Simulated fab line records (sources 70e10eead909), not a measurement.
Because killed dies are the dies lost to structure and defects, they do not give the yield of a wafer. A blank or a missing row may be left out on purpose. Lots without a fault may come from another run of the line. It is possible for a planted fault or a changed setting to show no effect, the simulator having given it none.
Which tool is to blame? ; flow nandHarc ; Sampling: 12 lots, 36 wafers, 6 of 1159 route steps

WHAT THE GAUGES READ, wafer by wafer
NHARC_A_BLC_CD_MEAS_10: the cd target is 100 nm.
lot;measured;on;cdNm (nm)
L076;day 18 06:24;cdSem-03;100.5 100.3 100.6
L078;day 18 09:29;cdSem-02;99.3 100.3 99.6
L079;day 18 12:35;cdSem-02;100.9 100.6 100.5
L080;day 19 12:09;cdSem-02;100.1 100.5 100.0
L082;day 19 22:32;cdSem-02;99.8 99.8 99.7
L087;day 21 03:01;cdSem-02;99.2 98.9 99.4
L086;day 21 14:28;cdSem-03;99.8 100.2 100.2
L085;day 22 03:58;cdSem-01;99.2 99.6 99.8
L090;day 22 05:26;cdSem-02;100.9 99.9 100.4
L092;day 22 06:15;cdSem-01;99.9 99.7 100.7
L095;day 22 17:23;cdSem-02;99.1 99.5 99.4
L096;day 22 21:08;cdSem-02;100.0 99.9 100.2

WHAT TOOL EACH LOT RAN ON (gives the tool, then ch and the chambers of the sampled wafers, and finally the start)
lot;NHARC_A_CONTACT_ETCH_133;NHARC_A_CONTACT_ETCH_97;NHARC_A_CONTACT_ETCH_106;NHARC_A_CONTACT_DESCUM_13;NHARC_A_CONTACT_CVD_19
L076;harCapEtch-03 ch 0,1, day 17 02:13;rieDiel-13 ch 0,1,3, day 17 03:14 or earlier;rieDiel-13 ch 1,2,3, day 17 03:14;rieDiel-13 ch 1,2,3, day 17 07:17;cvdW-02 ch 0,1, day 18 06:24 or earlier
L078;harCapEtch-02 ch 0,1, day 17 11:15;rieDiel-01 ch 1,2,3, day 17 12:26 or earlier;rieDiel-01 ch 0,1, day 17 12:26;rieDiel-05 ch 0,3, day 17 15:11;cvdW-02 ch 0,1, day 18 09:29 or earlier
L079;harCapEtch-02 ch 0,1, day 17 15:52;rieDiel-13 ch 0,2,3, day 17 17:07 or earlier;rieDiel-05 ch 0,1,2, day 17 17:07;rieDiel-01 ch 1,2,3, day 17 21:07;cvdW-02 ch 0,1, day 18 12:35 or earlier
L080;harCapEtch-03 ch 0,1, day 18 20:33;rieDiel-05 ch 1,2, day 18 21:41 or earlier;rieDiel-01 ch 1,2,3, day 18 21:41;rieDiel-05 ch 0,2,3, day 19 00:56;cvdW-02 ch 0, day 19 12:09 or earlier
L082;harCapEtch-02 ch 0,1, day 19 09:41;rieDiel-01 ch 0,2,3, day 19 10:41 or earlier;rieDiel-05 ch 1,3, day 19 10:41;rieDiel-13 ch 1,2, day 19 13:34;cvdW-01 ch 0,1, day 19 22:32 or earlier
L087;harCapEtch-01 ch 0,1, day 20 13:14;rieDiel-05 ch 1,2,3, day 20 13:52;rieDiel-13 ch 0,1,3, day 20 14:23;rieDiel-01 ch 2,3, day 20 19:49;cvdW-02 ch 0,1, day 21 03:01 or earlier
L086;harCapEtch-01 ch 1, day 20 21:13;rieDiel-05 ch 0,1,2, day 20 22:23 or earlier;rieDiel-05 ch 1,3, day 20 22:23;rieDiel-05 ch 1,2,3, day 21 09:14;cvdW-01 ch 0,1, day 21 14:28 or earlier
L085;harCapEtch-01 ch 0,1, day 21 01:19;rieDiel-01 ch 0,2, day 21 02:25 or earlier;rieDiel-05 ch 1,3, day 21 02:25;rieDiel-13 ch 0,3, day 21 13:59;cvdW-01 ch 0,1, day 22 03:58 or earlier
L090;harCapEtch-01 ch 0,1, day 21 14:30;rieDiel-13 ch 0,1,3, day 21 15:34 or earlier;rieDiel-13 ch 0,2,3, day 21 15:34;rieDiel-05 ch 0,1,2, day 21 18:55;cvdW-01 ch 0,1, day 22 05:26 or earlier
L092;harCapEtch-03 ch 0,1, day 21 18:47;rieDiel-05 ch 1,2,3, day 21 20:22 or earlier;rieDiel-05 ch 1,2,3, day 21 20:22;rieDiel-05 ch 0,1, day 22 00:11;cvdW-01 ch 0,1, day 22 06:15 or earlier
L095;harCapEtch-01 ch 0,1, day 22 08:01;rieDiel-01 ch 0,2,3, day 22 09:06 or earlier;rieDiel-01 ch 0,1,2, day 22 09:06;rieDiel-05 ch 0,1,3, day 22 11:55;cvdW-01 ch 0,1, day 22 17:23 or earlier
L096;harCapEtch-01 ch 0,1, day 22 12:11;rieDiel-01 ch 0,1,2, day 22 13:14 or earlier;rieDiel-05 ch 1,2,3, day 22 13:14;rieDiel-13 ch 0,1,2, day 22 15:59;cvdW-01 ch 0,1, day 22 21:08 or earlier
- NHARC_A_CONTACT_ETCH_133: etches the open film in C4F8/O2/Ar, time 195 s, target depth 840 nm.
- NHARC_A_CONTACT_ETCH_97: etches the open film in C4F6/O2, target depth 20 nm, time 10 s.
- NHARC_A_CONTACT_ETCH_106: etches the open film in CF4/O2, target depth 60 nm, overetch 6 nm, time 33 s.
- NHARC_A_CONTACT_DESCUM_13: chemistry O2, time 3 s.
- NHARC_A_CONTACT_CVD_19: deposits W, target thk 300 nm, time 802 s.

THE ANSWER, worked out from the rows above alone
Rule: usual is defined by the lots themselves. Put in order of their means at a reading, lots are off if they are a third of the lots or fewer, leave a main group of 4 or more, and stand apart from it by a gap of 3 or more times the standard deviation of the main group's means; of several such gaps the widest counts. A main group is skipped when, at the precision printed for the reading in the tables above, its means are all equal. A lot without any number at a reading at which 4 lots or more have one is off too. Any other lot the step has rows for is counted as sound.
Across all readings shown, no lot is off: no conclusion can be drawn from this.

WHAT THE SIMULATOR PUT IN
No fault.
